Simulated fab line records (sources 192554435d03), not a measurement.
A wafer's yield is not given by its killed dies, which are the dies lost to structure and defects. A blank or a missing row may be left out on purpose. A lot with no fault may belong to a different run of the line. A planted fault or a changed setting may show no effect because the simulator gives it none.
fab line records	flow n5_finfet
record lots=13	wafers=34	last_day=16
route steps=1938 shown BEOL_M9@1424
lots with no fault: from the same line, run without faults
start_h: hours from the record's first day to the start of the lot's first wafer shown	wait_h: time in hours since the lot's previous step	" same as the row above	L1.1+2: a row that stands for several wafers	- either no value or no given start	* or withheld: withheld	< > ~ a bound
route shown NAME@n: names a module that has steps shown in the file, with the first one's number in the route	usual: average and standard deviation across the fault-free wafers	same: alike in all rows	chamber/n: place in a boat	sites: the reading at each site	_std_site: standard deviation of those values	_edge_site: outer sites' mean less inner sites'	radius_mm: for every site, how far away it sits from the centre of the wafer	mask NAME#n: copy n	behind: the tool/chamber that last shaped the wafer	hold: reason for holding the lot/hours on hold/outcome of the hold	device: which transistor (n, p or np) failed to switch	end of line: the route-end tests of the same wafers	step lacking rows: just its recipe	killed: dies that structure and defects cost at the first sort, which is not the same as the wafer's yield	map: a wafer's dies, marking killed ones x, the rest . and places with no die _
set.NAME: the setting that was run; set.NAME@STEP: the one run at that earlier step	model.NAME: the simulator's own value behind a step, which no gauge read
steps of the route over a sample of lots; a table a step, a row a wafer
services: from which hour (start_h, from the record's first day; less than 0 if before it) a tool's chamber was out of use, for how many hours, and why
## steps
# step N5_BEOL_M9_CD_MEAS_18
# recipe pitch_nm=140	target_cd_nm=70
# usual cd_nm=70.0/0.7
lot.wafer	tool	chamber	start_h	wait_h	cd_nm
L837.3	cd_sem-03	-	202.44	0.1	70.3
L837.5	"	-	"	"	69.8
L837.6	"	-	"	"	69.8
L839.3	cd_sem-01	-	219.17	0.1	69.9
L839.4	"	-	"	"	70.0
L839.6	"	-	"	"	70.3
L841.1	cd_sem-03	-	230.27	0.0	70.5
L841.3	"	-	"	"	70.2
L841.6	"	-	"	"	69.7
L843.1	cd_sem-01	-	237.33	0.0	69.2
L843.2	"	-	"	"	69.0
L843.4	"	-	"	"	68.2
L842.1	cd_sem-01	-	240.78	0.1	70.5
L842.3	"	-	"	"	69.3
L842.5	"	-	"	"	69.6
L845.1	cd_sem-03	-	244.72	0.0	70.7
L845.2	"	-	"	"	71.3
L845.3	"	-	"	"	69.3
L846.3	cd_sem-03	-	261.38	0.1	69.2
L846.4	"	-	"	"	70.3
L849.2	cd_sem-02	-	270.82	0.1	69.1
L849.3	"	-	"	"	70.5
L849.5	"	-	"	"	69.9
L848.2	cd_sem-03	-	274.28	0.1	69.4
L848.4	"	-	"	"	69.7
L848.5	"	-	"	"	70.7
L850.4	cd_sem-03	-	283.71	0.1	70.2
L850.5	"	-	"	"	70.5
L851.3	cd_sem-02	-	297.24	0.1	69.6
L851.5	"	-	"	"	69.7
L855.3	cd_sem-01	-	317.69	0.1	70.4
L855.4	"	-	"	"	70.8
L858.3	cd_sem-02	-	330.98	0.1	69.7
L858.5	"	-	"	"	70.2
# step N5_BEOL_M9_TRENCH_ETCH_37
# recipe chemistry=C4F6/O2	target_depth_a=1514.3	target=SiCOH_lowk	time_s=49	ion_energy_ev=250	pressure_mtorr=30	source_w=345	bias_w=185	Ar_flow_sccm=300	C4F6_flow_sccm=10	O2_flow_sccm=10
# usual bias_w=185.0/0.56	drypump_motor_current_A=5.6/0.44	oes_ar_750_au=0.76/0.087	oes_product_au=0.75/0.091	rf_vpp_V=663/11	run_length_s=72.3/0.48	showerhead_plenum_p_Torr=2.83/0.084	throttle_valve_pct=21.06/0.25
lot.wafer	tool	chamber	start_h	wait_h	bias_w	drypump_motor_current_A	oes_ar_750_au	oes_product_au	rf_hours_counter_h	rf_vpp_V	run_length_s	showerhead_plenum_p_Torr	throttle_valve_pct
L837.3	rie_diel-03	3	204.35	-	185.0	5.2	0.75	0.73	188	666	72.4	2.96	21.24
L837.5	"	3	"	"	184.8	5.2	0.74	0.74	-	665	72.0	2.96	21.24
L837.6	"	0	"	"	184.9	5.6	0.72	0.72	-	665	73.3	2.96	21.21
L839.3	rie_diel-04	3	219.88	-	184.2	6.0	0.71	0.71	230	673	73.0	2.81	21.39
L839.4	"	0	"	"	185.4	4.7	0.68	0.69	215	671	71.8	2.72	21.17
L839.6	"	0	"	"	185.6	4.7	0.69	0.69	-	672	71.8	2.72	21.16
L841.1	rie_diel-04	3	232.34	-	185.3	5.9	0.72	0.70	235	670	72.8	2.81	21.40
L841.3	"	2	"	"	184.7	5.8	0.70	0.70	200	661	72.8	2.93	20.58
L841.6	"	0	"	"	183.4	4.7	0.69	0.68	-	670	72.2	2.71	21.18
L843.1	rie_diel-01	3	239.30	-	184.8	5.8	0.71	0.71	197	663	71.7	2.72	20.88
L843.2	"	0	"	"	185.3	5.3	0.95	0.96	10	644	72.4	2.88	20.85
L843.4	"	2	"	"	185.0	6.2	0.73	0.71	185	649	72.8	2.83	21.07
L842.1	rie_diel-03	3	241.69	-	184.9	5.2	0.75	0.72	201	665	72.7	2.96	21.26
L842.3	"	0	"	"	185.5	5.7	0.70	0.72	166	667	72.5	2.95	21.23
L842.5	"	2	"	"	185.0	5.5	0.75	0.71	-	644	71.9	2.74	21.29
L845.1	rie_diel-04	1	245.55	-	184.9	6.1	0.92	0.93	22	675	71.9	2.82	20.89
L845.2	"	0	"	"	185.2	4.7	0.68	0.68	223	670	72.3	2.71	21.19
L845.3	"	3	"	"	186.4	5.9	0.71	0.69	239	670	72.9	2.81	21.40
L846.3	rie_diel-04	0	263.01	-	184.8	4.7	0.68	0.68	227	671	72.1	2.71	21.20
L846.4	"	3	"	"	186.3	5.9	0.71	0.70	244	672	73.6	2.81	21.42
L849.2	rie_diel-03	1	271.86	-	184.6	5.8	0.71	0.72	210	665	72.6	2.84	21.24
L849.3	"	2	"	"	185.7	5.5	0.74	0.72	197	645	71.7	2.73	21.33
L849.5	"	2	"	"	186.3	5.5	0.73	0.72	-	646	71.6	2.73	21.31
L848.2	rie_diel-04	3	275.95	-	185.1	6.0	0.70	0.69	246	670	72.9	2.81	21.44
L848.4	"	2	"	"	185.1	5.7	0.69	0.69	214	662	72.6	2.92	20.61
L848.5	"	3	"	"	185.4	6.0	0.70	0.69	-	671	73.2	2.81	21.43
L850.4	rie_diel-03	1	284.42	-	185.0	5.7	0.72	0.71	214	665	72.6	2.84	21.23
L850.5	"	3	"	"	184.6	5.3	0.73	0.71	-	665	72.1	2.95	21.26
L851.3	rie_diel-03	3	299.27	-	184.7	5.3	0.73	0.72	216	663	72.3	2.95	21.26
L851.5	"	2	"	"	185.7	5.5	0.73	0.70	-	645	73.9	2.73	21.32
L855.3	rie_diel-03	3	320.43	-	184.8	5.3	0.72	0.71	224	665	71.9	2.95	21.28
L855.4	"	0	"	"	185.8	5.7	0.69	0.69	191	667	74.4	2.94	21.26
L858.3	rie_diel-03	0	332.79	-	186.0	5.7	0.69	0.69	196	665	72.7	2.94	21.27
L858.5	"	1	"	"	185.2	5.8	0.71	0.70	-	667	74.1	2.83	21.27
# step N5_BEOL_M9_PRE_CLEAN_45
# recipe gas=H2/He	time_s=30	temp_c=250
# usual heater_power_w=321/24
lot.wafer	tool	chamber	start_h	wait_h	heater_power_w
L837.3	pvd_sputter-03	-	205.14	0.0	346
L837.5	"	-	"	"	322
L837.6	"	-	"	"	290
L839.3	pvd_sputter-02	-	220.88	0.0	294
L839.4	"	-	"	"	322
L839.6	"	-	"	"	292
L841.1	pvd_sputter-02	-	233.34	0.0	289
L841.3	"	-	"	"	322
L841.6	"	-	"	"	287
L843.1	pvd_sputter-03	-	240.40	0.0	287
L843.2	"	-	"	"	345
L843.4	"	-	"	"	365
L842.1	pvd_sputter-03	-	242.82	0.0	344
L842.3	"	-	"	"	330
L842.5	"	-	"	"	363
L845.1	pvd_sputter-01	-	246.32	0.0	334
L845.2	"	-	"	"	316
L845.3	"	-	"	"	302
L846.3	pvd_sputter-01	-	263.79	0.0	331
L846.4	"	-	"	"	309
L849.2	pvd_sputter-02	-	272.75	0.0	313
L849.3	"	-	"	"	289
L849.5	"	-	"	"	310
L848.2	pvd_sputter-03	-	276.92	0.0	328
L848.4	"	-	"	"	366
L848.5	"	-	"	"	282
L850.4	pvd_sputter-01	-	285.29	0.0	320
L850.5	"	-	"	"	331
L851.3	pvd_sputter-03	-	300.14	0.0	290
L851.5	"	-	"	"	363
L855.3	pvd_sputter-02	-	321.71	0.0	315
L855.4	"	-	"	"	319
L858.3	pvd_sputter-02	-	333.52	0.0	323
L858.5	"	-	"	"	287
# step N5_BEOL_M9_ALD_74
# recipe material=TaN	target_thk_a=20	temp_c=275	ald_precursor_family=PDMAT	ald_co_reactant=NH3	pressure_torr=3	carrier_flow_sccm=1500	pulse_time_s=2	purge_time_s=3	co_reactant_purge_time_s=2	co_reactant_pulse_time_s=3	ald_cycles=40	precursor_vessel_temp_c=75	precursor_vessel_pressure_torr=26.25	precursor_vessel_carrier_sccm=1000
# usual heater_power_w=425/52
lot.wafer	tool	chamber	start_h	wait_h	heater_power_w
L837.3	ald_metal-02	1	205.20	0.0	426
L837.5	"	2	"	"	417
L837.6	"	3	"	"	374
L839.3	ald_metal-02	2	220.96	0.1	417
L839.4	"	0	"	"	555
L839.6	"	1	"	"	429
L841.1	ald_metal-02	3	233.40	0.0	387
L841.3	"	0	"	"	547
L841.6	"	1	"	"	432
L843.1	ald_metal-02	3	240.48	0.1	376
L843.2	"	0	"	"	543
L843.4	"	1	"	"	428
L842.1	ald_metal-03	0	242.88	0.0	371
L842.3	"	1	"	"	374
L842.5	"	3	"	"	415
L845.1	ald_metal-03	2	246.38	0.0	424
L845.2	"	3	"	"	418
L845.3	"	1	"	"	371
L846.3	ald_metal-02	2	263.86	0.1	415
L846.4	"	3	"	"	379
L849.2	ald_metal-01	1	272.88	0.1	449
L849.3	"	2	"	"	390
L849.5	"	3	"	"	449
L848.2	ald_metal-02	3	276.98	0.0	380
L848.4	"	1	"	"	440
L848.5	"	3	"	"	374
L850.4	ald_metal-02	2	285.37	0.1	411
L850.5	"	1	"	"	449
L851.3	ald_metal-01	1	300.20	0.0	443
L851.5	"	0	"	"	456
L855.3	ald_metal-02	3	321.77	0.0	385
L855.4	"	0	"	"	561
L858.3	ald_metal-02	0	333.60	0.1	551
L858.5	"	1	"	"	436
## services
tool	chamber	start_h	hours	kind
rie_diel-01	0	188.11	-	clean
rie_diel-01	0	188.11	-	consumable_replace:focus_ring
rie_diel-01	0	188.11	20.4	scheduled_down
rie_diel-01	0	188.11	20.4	vent_cycle
rie_diel-01	1	203.57	15.6	repair
ald_metal-03	0	231.60	2.0	repair
rie_diel-04	0	241.77	2.9	repair
rie_diel-03	3	243.02	4.6	repair
rie_diel-04	3	266.66	7.7	repair
ald_metal-01	0	267.58	10.6	repair
rie_diel-04	3	288.44	-	clean
rie_diel-04	3	288.44	-	consumable_replace:focus_ring
rie_diel-04	3	288.44	14.5	scheduled_down
rie_diel-04	3	288.44	14.5	vent_cycle
rie_diel-03	2	305.25	9.0	repair
rie_diel-01	3	312.30	7.9	repair
rie_diel-01	0	314.42	5.3	repair
rie_diel-01	0	332.02	2.5	repair
## key
first_sign step=N5_BEOL_M9_TRENCH_ETCH_37	reading=run_length_s	direction=up	sigmas=3.9	usual=*	struck=*
effect none on later readings
met_at N5_BEOL_M9_TRENCH_ETCH_37
struck_lots L851,L855,L858
struck_wafers L851.5,L855.4,L858.5
not_acting_at N5_BEOL_M9_CD_MEAS_18,N5_BEOL_M9_PRE_CLEAN_45,N5_BEOL_M9_ALD_74
onset_between 284.42 299.27
fault kind=process_parameter_drift	tool=rie_diel-03	chamber=-	onset_h=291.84	steps=N5_BEOL_M9_TRENCH_ETCH_37	channel=time_s	offset=*	shape=step	end_h=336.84	scope=struck_wafers_only	acts_in=*	stated=*
